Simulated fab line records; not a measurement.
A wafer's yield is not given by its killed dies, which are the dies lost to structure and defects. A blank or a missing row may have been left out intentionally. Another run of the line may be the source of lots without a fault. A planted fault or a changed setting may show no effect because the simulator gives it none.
fab line records -- flow n5-finfet
record: lots: 7, wafers: 21
route steps=1938 shown WELL_APT@40 FIN_SAQP@99 STI_FIN_REVEAL@190 SD_EPI_N@268 SD_EPI_P@301
start-h: hours from the record's first day to the start of the lot's first wafer shown -- wait-h: hours elapsed since this lot's preceding step -- " the same as in the row above -- L1.1+2: one row covering several wafers at once -- - no value, or no start given -- * or withheld: withheld -- < > ~ a bound
route shown NAME@n: names a module that has steps shown in the file, with the first one's number in the route -- usual: average and standard deviation across the fault-free wafers -- same: alike in all rows -- chamber/n: place in a boat -- sites: the reading at each site -- _std_site: the standard deviation of these -- _edge_site: outer sites' mean less inner sites' -- radius-mm: how far each site lies from the wafer's centre -- mask NAME#n: copy n -- behind: the tool/chamber that last shaped the wafer -- hold: why the lot was held/for how many hours/how that ended -- device: names the non-switching transistor (n, p or np) -- end of line: the route-end tests of the same wafers -- a step with no rows: only its recipe -- killed: not the wafer's yield, but the dies lost to structure and defects at the first sort -- map: shows each die of a wafer: x if killed, . if not, _ if none is there
set.NAME: the run value of the setting; set.NAME@STEP: its run value at that earlier step -- model.NAME: the simulator's own value behind a step, which no gauge read
lots where settings were altered on purpose, with a table for each step and a row for each wafer
== steps ==
step: N5_WELL_APT_PEB_23
recipe: peb-temp-c: 130, peb-time-s: 90
lot.wafer,tool,chamber,start-h,wait-h,set.peb-time-s
L079.2,litho-track-05,0,45.11,0.0,90
L079.4+5,litho-track-05,0,45.11,0.0,108.7
L082.1+2+6,litho-track-03,0,62.70,0.1,90
L084.2+4+6,litho-track-03,0,75.07,0.0,90
L086.3+6,litho-track-05,0,86.74,0.0,90
L086.5,litho-track-05,0,86.74,0.0,77.97
L087.1+2,litho-track-05,0,93.09,0.1,90
L087.5,litho-track-05,0,93.09,0.1,103
L088.1,litho-track-03,0,99.89,0.1,90
L088.3+5,litho-track-03,0,99.89,0.1,95.91
L091.2+6,litho-track-02,0,117.03,0.0,70.37
L091.5,litho-track-02,0,117.03,0.0,90
step: N5_WELL_APT_DEVELOP_24
recipe: develop-time-s: 45, rinse-liquid: surfactant-rinse, dry: air-spin, dev-temp-c: 21
step: N5_WELL_APT_HARDBAKE_29
recipe: temp-c: 130, time-s: 120
step: N5_WELL_APT_CD_MEAS_25
recipe: target-cd-nm: 200, landing-energy-ev: 500, detector: se-inlens
usual: cd-nm: 199.0/1.8
lot.wafer,tool,chamber,start-h,wait-h,set.peb-time-s@WELL_APT_PEB_23,cd-nm
L079.2,cd-sem-01,0,45.23,-,90,200.3
L079.4,cd-sem-01,0,45.23,-,108.7,207.4
L079.5,cd-sem-01,0,45.23,-,108.7,209.9
L082.1,cd-sem-02,0,62.82,-,90,197.7
L082.2,cd-sem-02,0,62.82,-,90,200.6
L082.6,cd-sem-02,0,62.82,-,90,202.4
L084.2,cd-sem-02,0,75.19,-,90,200.4
L084.4,cd-sem-02,0,75.19,-,90,201.0
L084.6,cd-sem-02,0,75.19,-,90,199.9
L086.3,cd-sem-03,0,86.85,-,90,199.0
L086.5,cd-sem-03,0,86.85,-,77.97,193.0
L086.6,cd-sem-03,0,86.85,-,90,197.8
L087.1,cd-sem-01,0,93.21,-,90,199.6
L087.2,cd-sem-01,0,93.21,-,90,200.2
L087.5,cd-sem-01,0,93.21,-,103,205.5
L088.1,cd-sem-01,0,100.01,-,90,200.0
L088.3,cd-sem-01,0,100.01,-,95.91,199.1
L088.5,cd-sem-01,0,100.01,-,95.91,202.5
L091.2,cd-sem-01,0,117.14,-,70.37,185.0
L091.5,cd-sem-01,0,117.14,-,90,198.6
L091.6,cd-sem-01,0,117.14,-,70.37,183.1
step: N5_WELL_APT_DESCUM_30
recipe: chemistry: O2, time-s: 7.9, source-power-w: 50, bias-power-w: 20, pressure-mtorr: 20, rf-frequency-hz: 2.712e+07, temp-c: 40, o2-flow-sccm: 225
lot.wafer,tool,chamber,start-h,wait-h,set.peb-time-s@WELL_APT_PEB_23,model.WELL_APT.cd-nm
L079.2,rie-diel-01,3,45.31,0.0,90,200.2
L079.4,rie-diel-01,0,45.31,0.0,108.7,207.7
L079.5,rie-diel-01,3,45.31,0.0,108.7,209.9
L082.1,rie-diel-02,0,63.01,0.1,90,198
L082.2,rie-diel-02,3,63.01,0.1,90,200.8
L082.6,rie-diel-02,3,63.01,0.1,90,202.4
L084.2,rie-diel-04,0,75.46,0.2,90,200.4
L084.4,rie-diel-04,1,75.46,0.2,90,200.6
L084.6,rie-diel-04,3,75.46,0.2,90,199.8
L086.3,rie-diel-02,1,86.94,0.0,90,198.8
L086.5,rie-diel-02,0,86.94,0.0,77.97,192.5
L086.6,rie-diel-02,1,86.94,0.0,90,197.7
L087.1,rie-diel-02,3,93.47,0.2,90,199.7
L087.2,rie-diel-02,1,93.47,0.2,90,200.3
L087.5,rie-diel-02,3,93.47,0.2,103,205.4
L088.1,rie-diel-01,2,100.10,0.0,90,200.3
L088.3,rie-diel-01,1,100.10,0.0,95.91,198.8
L088.5,rie-diel-01,3,100.10,0.0,95.91,202.4
L091.2,rie-diel-01,2,117.23,0.0,70.37,185.2
L091.5,rie-diel-01,3,117.23,0.0,90,198.9
L091.6,rie-diel-01,2,117.23,0.0,70.37,182.9
step: N5_FIN_SAQP_PECVD_48
recipe: material: SiNx, target-thk-a: 250, temp-c: 400, precursor: SiH4/NH3/N2, pressure-torr: 1.5, rf-w: 300, time-s: 22.1
lot.wafer,tool,chamber,start-h,wait-h,set.time-s,model.SiNx_of_FIN_SAQP_PECVD_48.thk-nm
L079.2,pecvd-01,2,51.35,0.0,22.1,24.72
L079.4,pecvd-01,2,51.35,0.0,21.06,23.77
L079.5,pecvd-01,1,51.35,0.0,22.1,25.35
L082.1,pecvd-01,0,70.00,0.0,22.1,25.01
L082.2,pecvd-01,2,70.00,0.0,22.1,24.9
L082.6,pecvd-01,2,70.00,0.0,22.1,25.06
L084.2,pecvd-01,1,81.36,0.0,22.1,24.77
L084.4,pecvd-01,0,81.36,0.0,22.1,25.27
L084.6,pecvd-01,2,81.36,0.0,22.1,25.16
L086.3,pecvd-03,0,92.53,0.0,22.1,24.98
L086.5,pecvd-03,1,92.53,0.0,21.06,24.43
L086.6,pecvd-03,2,92.53,0.0,22.1,25.64
L087.1,pecvd-01,0,101.14,0.0,19.52,21.85
L087.2,pecvd-01,2,101.14,0.0,19.52,21.54
L087.5,pecvd-01,1,101.14,0.0,22.1,25.11
L088.1,pecvd-04,2,105.99,0.0,22.1,24.64
L088.3,pecvd-04,0,105.99,0.0,19.11,21.39
L088.5,pecvd-04,0,105.99,0.0,22.1,25.48
L091.2,pecvd-01,0,123.53,0.0,19.38,22.47
L091.5,pecvd-01,2,123.53,0.0,22.1,25.4
L091.6,pecvd-01,0,123.53,0.0,19.38,22.94
step: N5_FIN_SAQP_COAT_49
recipe: resist: SOC, temp-c: 250, time-s: 60, spin-rpm: 1500, resist-thk-nm: 100
lot.wafer,tool,chamber,start-h,wait-h,set.time-s
L079.2+4+5,litho-track-01,0,51.60,0.1,60
L082.1+2+6,litho-track-01,0,70.24,0.1,60
L084.2,litho-track-03,0,81.61,0.1,60
L084.4+6,litho-track-03,0,81.61,0.1,54.21
L086.3,litho-track-02,0,92.77,0.1,60
L086.5+6,litho-track-02,0,92.77,0.1,50.13
L087.1+2,litho-track-01,0,101.38,0.1,66.37
L087.5,litho-track-01,0,101.38,0.1,60
L088.1+5,litho-track-03,0,106.24,0.1,60
L088.3,litho-track-03,0,106.24,0.1,54.71
L091.2,litho-track-02,0,123.77,0.1,64.13
L091.5+6,litho-track-02,0,123.77,0.1,60
step: N5_FIN_SAQP_COAT_50
recipe: resist: SiARC, temp-c: 220, time-s: 60, spin-rpm: 1500, resist-thk-nm: 35
step: N5_FIN_SAQP_COAT_10
recipe: resist: CAR-ArF, spin-rpm: 1500, resist-thk-nm: 90
step: N5_FIN_SAQP_MANDREL1_REMOVE_56
recipe: chemistry: HBr/Cl2/O2, bt-time-s: 10, target: a-Si, stop-on: SiNx, endpoint: OES-SiCl, over-etch-frac: 1, icp-w: 600, bias-w: 22, HBr_flow_sccm: 150, Cl2_flow_sccm: 80, O2_flow_sccm: 5, pressure-mtorr: 10
step: N5_FIN_SAQP_ETCH_57
recipe: chemistry: CH3F/O2, target: SiNx, mask-material: SiO2, target-depth-a: 325, time-s: 46.4, pressure-mtorr: 30, source-w: 395, bias-w: 73, Ar_flow_sccm: 150, CH3F_flow_sccm: 30, O2_flow_sccm: 20, ion-energy-ev: 120, ends: cleared
usual: etch-rf-on-time-s: 46.9/1.1
lot.wafer,tool,chamber,start-h,wait-h,set.time-s@FIN_SAQP_PECVD_48,etch-rf-on-time-s,model.etch.depth-nm
L079.2,rie-diel-01,0,54.27,0.1,22.1,47.4,24.72
L079.4,rie-diel-01,3,54.27,0.1,21.06,42.7,23.61
L079.5,rie-diel-01,1,54.27,0.1,22.1,48.0,25.35
L082.1,rie-diel-04,2,73.82,0.1,22.1,47.0,24.96
L082.2,rie-diel-04,1,73.82,0.1,22.1,46.9,24.9
L082.6,rie-diel-04,0,73.82,0.1,22.1,47.4,25.01
L084.2,rie-diel-04,3,84.61,0.2,22.1,46.0,24.72
L084.4,rie-diel-04,1,84.61,0.2,22.1,48.3,25.27
L084.6,rie-diel-04,0,84.61,0.2,22.1,47.5,24.89
L086.3,rie-diel-04,2,96.59,0.0,22.1,47.7,24.98
L086.5,rie-diel-04,2,96.59,0.0,21.06,46.6,24.43
L086.6,rie-diel-04,3,96.59,0.0,22.1,47.9,25.46
L087.1,rie-diel-02,0,105.07,0.0,19.52,39.7,21.69
L087.2,rie-diel-02,2,105.07,0.0,19.52,40.3,21.54
L087.5,rie-diel-02,0,105.07,0.0,22.1,46.0,24.93
L088.1,rie-diel-04,1,109.35,0.1,22.1,46.5,24.64
L088.3,rie-diel-04,2,109.35,0.1,19.11,40.4,21.35
L088.5,rie-diel-04,3,109.35,0.1,22.1,47.5,25.48
L091.2,rie-diel-01,0,127.74,0.0,19.38,42.9,22.47
L091.5,rie-diel-01,3,127.74,0.0,22.1,45.9,25.35
L091.6,rie-diel-01,2,127.74,0.0,19.38,42.3,22.94
step: N5_FIN_SAQP_FIN_ETCH_36
recipe: chemistry: HBr/Cl2/O2, target-depth-a: 1200, mask-material: SiNx, time-s: 50.4, bias-w: 102, pressure-mtorr: 10, icp-w: 800, HBr_flow_sccm: 150, Cl2_flow_sccm: 80, O2_flow_sccm: 12
lot.wafer,tool,chamber,start-h,wait-h,set.icp-w,model.FIN_SAQP.feature-depth-nm,model.etch.depth-nm
L079.2,rie-si-02,3,56.26,0.0,800,119.2,119.1
L079.4,rie-si-02,0,56.26,0.0,684.9,111.2,111.2
L079.5,rie-si-02,2,56.26,0.0,684.9,112,112.1
L082.1,rie-si-05,3,76.35,0.0,800,122,122
L082.2,rie-si-05,0,76.35,0.0,800,123.2,123.1
L082.6,rie-si-05,2,76.35,0.0,800,123.6,123.7
L084.2,rie-si-05,0,86.97,0.0,800,123.2,123.2
L084.4,rie-si-05,1,86.97,0.0,800,120,119.9
L084.6,rie-si-05,2,86.97,0.0,892.5,129.8,129.9
L086.3,rie-si-05,2,98.42,0.0,874,127.8,127.9
L086.5,rie-si-05,3,98.42,0.0,800,122.6,122.6
L086.6,rie-si-05,2,98.42,0.0,800,123,123
L087.1,rie-si-05,3,106.96,0.0,800,122,122
L087.2,rie-si-05,1,106.96,0.0,800,119.2,119.2
L087.5,rie-si-05,1,106.96,0.0,800,118.6,118.7
L088.1,rie-si-02,2,111.45,0.0,800,122.2,122.2
L088.3,rie-si-02,1,111.45,0.0,800,118.6,118.6
L088.5,rie-si-02,1,111.45,0.0,850.1,122.6,122.6
L091.2,rie-si-02,3,130.18,0.0,762.7,116.8,116.7
L091.5,rie-si-02,1,130.18,0.0,762.7,114.8,114.8
L091.6,rie-si-02,2,130.18,0.0,800,121,121
step: N5_FIN_SAQP_PRECLEAN_38
recipe: chemistry: O3/DIW, time-s: 45, temp-c: 22, o3-ppm: 10
step: N5_FIN_SAQP_PRECLEAN_45
recipe: chemistry: dHF, time-s: 10, dilution: 500:1, temp-c: 25
step: N5_FIN_SAQP_SRD_39
recipe: dry: ipa-marangoni, time-s: 30, temp-c: 23, rinse-liquid: diw
step: N5_FIN_SAQP_OCD_MEAS_76
usual: trench-depth-nm: 120.7/1.9
lot.wafer,tool,chamber,start-h,wait-h,set.icp-w@FIN_SAQP_FIN_ETCH_36,trench-depth-nm
L079.2,ocd-02,-,56.48,0.0,800,119.9
L079.4,ocd-02,-,56.48,0.0,684.9,111.3
L079.5,ocd-02,-,56.48,0.0,684.9,112.1
L082.1,ocd-01,-,76.61,0.0,800,122.1
L082.2,ocd-01,-,76.61,0.0,800,123.5
L082.6,ocd-01,-,76.61,0.0,800,123.4
L084.2,ocd-01,-,87.23,0.0,800,122.8
L084.4,ocd-01,-,87.23,0.0,800,119.8
L084.6,ocd-01,-,87.23,0.0,892.5,129.7
L086.3,ocd-02,-,98.67,0.0,874,127.8
L086.5,ocd-02,-,98.67,0.0,800,122.9
L086.6,ocd-02,-,98.67,0.0,800,122.7
L087.1,ocd-01,-,107.19,0.0,800,121.8
L087.2,ocd-01,-,107.19,0.0,800,119.3
L087.5,ocd-01,-,107.19,0.0,800,118.6
L088.1,ocd-02,-,111.66,0.0,800,122.3
L088.3,ocd-02,-,111.66,0.0,800,118.3
L088.5,ocd-02,-,111.66,0.0,850.1,123.0
L091.2,ocd-01,-,130.40,0.0,762.7,116.8
L091.5,ocd-01,-,130.40,0.0,762.7,114.7
L091.6,ocd-01,-,130.40,0.0,800,121.1
step: N5_STI_FIN_REVEAL_ETCHBACK_08
recipe: chemistry: C4F6/O2, target: SiO2, target-depth-a: 305, time-s: 10.167, ion-energy-ev: 250, pressure-mtorr: 30, source-w: 345, bias-w: 185, Ar_flow_sccm: 300, C4F6_flow_sccm: 10, O2_flow_sccm: 10
lot.wafer,tool,chamber,start-h,wait-h,set.time-s
L079.2+4+5,rie-diel-01,"3,1,3",63.65,0.2,10.167
L082.1+2+6,rie-diel-04,"1,0,0",83.96,0.2,10.167
L084.2+4,rie-diel-02,"0,3",94.57,0.2,10.167
L084.6,rie-diel-02,0,94.57,0.2,11.67
L086.3+5+6,rie-diel-01,"2,3,0",106.20,0.1,10.167
L087.1+2+5,rie-diel-01,"1,2,2",114.79,0.3,10.167
L088.1,rie-diel-01,2,118.71,0.2,10.167
L088.3+5,rie-diel-01,"1,0",118.71,0.2,11.54
L091.2,rie-diel-02,2,137.56,0.2,10.167
L091.5+6,rie-diel-02,"0,3",137.56,0.2,8.496
step: N5_STI_FIN_REVEAL_OXIDATION_31
recipe: chemistry: O2_PLASMA_REMOTE, temp-c: 150, time-s: 20, pressure-mtorr: 1000, source-power-w: 2000, o2-flow-sccm: 3000
lot.wafer,tool,chamber,start-h,wait-h,set.time-s
L079.2+4+5,plasma-asher-02,"1,0,0",66.08,0.0,20
L082.1+2+6,plasma-asher-01,"0,1,1",86.44,0.1,20
L084.2+4,plasma-asher-02,"0,1",97.04,0.0,23.27
L084.6,plasma-asher-02,1,97.04,0.0,20
L086.3+6,plasma-asher-02,1,108.73,0.1,20
L086.5,plasma-asher-02,0,108.73,0.1,21.41
L087.1+2,plasma-asher-02,"1,0",117.19,0.0,20
L087.5,plasma-asher-02,0,117.19,0.0,22.68
L088.1+3+5,plasma-asher-02,"0,1,0",121.11,0.0,20
L091.2+5+6,plasma-asher-02,"0,1,0",139.96,0.0,20
step: N5_STI_FIN_REVEAL_PRECLEAN_32
recipe: chemistry: NF3:NH3, afs-cycles: 1, temp-c: 30, time-s: 20, sublimation-temp-c: 180, sublimation-time-s: 60, pressure-torr: 3, rf-power-w: 30
step: N5_STI_FIN_REVEAL_STRIP_35
recipe: chemistry: H3PO4, material: Si3N4, temp-c: 165, target-depth-a: 40, time-s: 39
step: N5_STI_FIN_REVEAL_SRD_23
recipe: dry: ipa-marangoni, time-s: 30, temp-c: 23, rinse-liquid: diw
step: N5_STI_FIN_REVEAL_FIN_H_MEAS_10
usual: trench-depth-nm: 51.6/0.8
lot.wafer,tool,chamber,start-h,wait-h,set.time-s@STI_FIN_REVEAL_ETCHBACK_08,trench-depth-nm
L079.2,ocd-01,-,66.63,0.0,10.167,52.7
L079.4,ocd-01,-,66.63,0.0,10.167,51.1
L079.5,ocd-01,-,66.63,0.0,10.167,52.8
L082.1,ocd-01,-,87.05,0.0,10.167,51.3
L082.2,ocd-01,-,87.05,0.0,10.167,51.1
L082.6,ocd-01,-,87.05,0.0,10.167,51.8
L084.2,ocd-02,-,97.59,0.0,10.167,52.7
L084.4,ocd-02,-,97.59,0.0,10.167,51.3
L084.6,ocd-02,-,97.59,0.0,11.67,57.4
L086.3,ocd-02,-,109.27,0.0,10.167,51.1
L086.5,ocd-02,-,109.27,0.0,10.167,52.8
L086.6,ocd-02,-,109.27,0.0,10.167,50.9
L087.1,ocd-02,-,117.74,0.0,10.167,51.1
L087.2,ocd-02,-,117.74,0.0,10.167,51.8
L087.5,ocd-02,-,117.74,0.0,10.167,51.7
L088.1,ocd-02,-,121.66,0.0,10.167,51.2
L088.3,ocd-02,-,121.66,0.0,11.54,54.2
L088.5,ocd-02,-,121.66,0.0,11.54,53.9
L091.2,ocd-02,-,140.51,0.0,10.167,52.3
L091.5,ocd-02,-,140.51,0.0,8.496,46.5
L091.6,ocd-02,-,140.51,0.0,8.496,46.3
step: N5_SD_EPI_N_PEB_07
recipe: peb-temp-c: 110, peb-time-s: 60, resist: CAR-ArF-block
lot.wafer,tool,chamber,start-h,wait-h,set.peb-temp-c
L079.2+4,litho-track-05,0,77.77,0.0,110
L079.5,litho-track-05,0,77.77,0.0,112.4
L082.1+2+6,litho-track-02,0,100.47,0.1,110
L084.2+6,litho-track-02,0,109.10,0.0,110
L084.4,litho-track-02,0,109.10,0.0,108.8
L086.3,litho-track-02,0,120.09,0.0,110
L086.5+6,litho-track-02,0,120.09,0.0,108.5
L087.1,litho-track-03,0,128.75,0.1,110
L087.2+5,litho-track-03,0,128.75,0.1,112.2
L088.1+5,litho-track-05,0,132.33,0.1,113.6
L088.3,litho-track-05,0,132.33,0.1,110
L091.2+6,litho-track-05,0,151.31,0.0,113
L091.5,litho-track-05,0,151.31,0.0,110
step: N5_SD_EPI_N_DEVELOP_08
recipe: develop-time-s: 30, developer: TMAH, resist: CAR-ArF-block, dev-temp-c: 23, rinse-liquid: diw, dry: air-spin
step: N5_SD_EPI_N_CD_MEAS_09
recipe: target-cd-nm: 120, landing-energy-ev: 500, detector: se-inlens
usual: cd-nm: 119.9/0.61
lot.wafer,tool,chamber,start-h,wait-h,set.peb-temp-c@SD_EPI_N_PEB_07,cd-nm
L079.2,cd-sem-01,0,77.84,-,110,119.1
L079.4,cd-sem-01,0,77.84,-,110,120.0
L079.5,cd-sem-01,0,77.84,-,112.4,124.8
L082.1,cd-sem-01,0,100.53,-,110,121.0
L082.2,cd-sem-01,0,100.53,-,110,119.7
L082.6,cd-sem-01,0,100.53,-,110,119.8
L084.2,cd-sem-03,0,109.17,-,110,119.6
L084.4,cd-sem-03,0,109.17,-,108.8,116.3
L084.6,cd-sem-03,0,109.17,-,110,120.3
L086.3,cd-sem-02,0,120.16,-,110,120.3
L086.5,cd-sem-02,0,120.16,-,108.5,115.6
L086.6,cd-sem-02,0,120.16,-,108.5,115.8
L087.1,cd-sem-01,0,128.82,-,110,120.3
L087.2,cd-sem-01,0,128.82,-,112.2,125.9
L087.5,cd-sem-01,0,128.82,-,112.2,125.9
L088.1,cd-sem-03,0,132.40,-,113.6,128.3
L088.3,cd-sem-03,0,132.40,-,110,119.6
L088.5,cd-sem-03,0,132.40,-,113.6,128.3
L091.2,cd-sem-02,0,151.38,-,113,127.4
L091.5,cd-sem-02,0,151.38,-,110,120.5
L091.6,cd-sem-02,0,151.38,-,113,127.6
step: N5_SD_EPI_N_DESCUM_14
recipe: chemistry: O2, time-s: 7.9, source-power-w: 50, bias-power-w: 20, pressure-mtorr: 20, rf-frequency-hz: 2.712e+07, temp-c: 40, resist: CAR-ArF-block, o2-flow-sccm: 225
lot.wafer,tool,chamber,start-h,wait-h,set.peb-temp-c@SD_EPI_N_PEB_07,model.SD_EPI_N.cd-nm
L079.2,rie-diel-04,2,78.46,0.6,110,119.4
L079.4,rie-diel-04,3,78.46,0.6,110,120
L079.5,rie-diel-04,0,78.46,0.6,112.4,124.8
L082.1,rie-diel-02,2,100.62,0.0,110,120.8
L082.2,rie-diel-02,3,100.62,0.0,110,119.6
L082.6,rie-diel-02,2,100.62,0.0,110,120.2
L084.2,rie-diel-01,0,109.25,0.0,110,119.6
L084.4,rie-diel-01,1,109.25,0.0,108.8,116.6
L084.6,rie-diel-01,3,109.25,0.0,110,120.2
L086.3,rie-diel-01,2,120.76,0.6,110,120.2
L086.5,rie-diel-01,0,120.76,0.6,108.5,115.4
L086.6,rie-diel-01,2,120.76,0.6,108.5,116
L087.1,rie-diel-01,0,129.03,0.2,110,120.6
L087.2,rie-diel-01,3,129.03,0.2,112.2,125.8
L087.5,rie-diel-01,2,129.03,0.2,112.2,126
L088.1+5,rie-diel-01,"0,3",133.07,0.6,113.6,128.4
L088.3,rie-diel-01,3,133.07,0.6,110,119.8
L091.2,rie-diel-02,1,151.46,0.0,113,127.2
L091.5,rie-diel-02,0,151.46,0.0,110,120.6
L091.6,rie-diel-02,3,151.46,0.0,113,127.6
step: N5_SD_EPI_P_PEB_07
recipe: peb-temp-c: 110, peb-time-s: 60, resist: CAR-ArF-block
lot.wafer,tool,chamber,start-h,wait-h,set.peb-time-s
L079.2,litho-track-04,0,83.71,0.0,60
L079.4+5,litho-track-04,0,83.71,0.0,49.18
L082.1+2+6,litho-track-04,0,105.23,0.1,60
L084.2+4,litho-track-05,0,113.53,0.0,60
L084.6,litho-track-05,0,113.53,0.0,47.96
L086.3+5+6,litho-track-05,0,125.78,0.0,60
L087.1+2+5,litho-track-01,0,135.12,0.1,50.19
L088.1+3+5,litho-track-01,0,137.37,0.1,60
L091.2+5,litho-track-01,0,155.72,0.0,55.61
L091.6,litho-track-01,0,155.72,0.0,60
== key ==
split: step: N5_WELL_APT_PEB_23, setting: peb-time-s, stated: 90, by: wafer
response: step: N5_WELL_APT_CD_MEAS_25, reading: cd-nm, change: +0.485, per: 1%, r: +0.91
response: step: N5_WELL_APT_DESCUM_30, reading: model.WELL_APT.cd-nm, change: +0.493, per: 1%, r: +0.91
split: step: N5_FIN_SAQP_PECVD_48, setting: time-s, stated: 22.1, by: wafer
response: step: N5_FIN_SAQP_PECVD_48, reading: model.SiNx_of_FIN_SAQP_PECVD_48.thk-nm, change: +0.258, per: 1%, r: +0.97
response: step: N5_FIN_SAQP_ETCH_57, reading: etch-rf-on-time-s, change: *, per: 1%, r: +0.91
response: step: N5_FIN_SAQP_ETCH_57, reading: model.etch.depth-nm, change: +0.256, per: 1%, r: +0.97
split: step: N5_FIN_SAQP_COAT_49, setting: time-s, stated: 60, by: wafer
response none clear
split: step: N5_FIN_SAQP_FIN_ETCH_36, setting: icp-w, stated: 800, by: wafer
response: step: N5_FIN_SAQP_FIN_ETCH_36, reading: model.FIN_SAQP.feature-depth-nm, change: +0.592, per: 1%, r: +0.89
response: step: N5_FIN_SAQP_FIN_ETCH_36, reading: model.etch.depth-nm, change: +0.594, per: 1%, r: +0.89
response: step: N5_FIN_SAQP_OCD_MEAS_76, reading: trench-depth-nm, change: +0.622, per: 1%, r: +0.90
split: step: N5_STI_FIN_REVEAL_ETCHBACK_08, setting: time-s, stated: 10.167, by: wafer
response: step: N5_STI_FIN_REVEAL_FIN_H_MEAS_10, reading: trench-depth-nm, change: +0.32, per: 1%, r: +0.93
split: step: N5_STI_FIN_REVEAL_OXIDATION_31, setting: time-s, stated: 20, by: wafer
response none clear
split: step: N5_SD_EPI_N_PEB_07, setting: peb-temp-c, stated: 110, by: wafer
response: step: N5_SD_EPI_N_CD_MEAS_09, reading: cd-nm, change: +2.69, per: 1%, r: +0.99
response: step: N5_SD_EPI_N_DESCUM_14, reading: model.SD_EPI_N.cd-nm, change: +2.61, per: 1%, r: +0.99
split: step: N5_SD_EPI_P_PEB_07, setting: peb-time-s, stated: 60, by: wafer
response none in this file
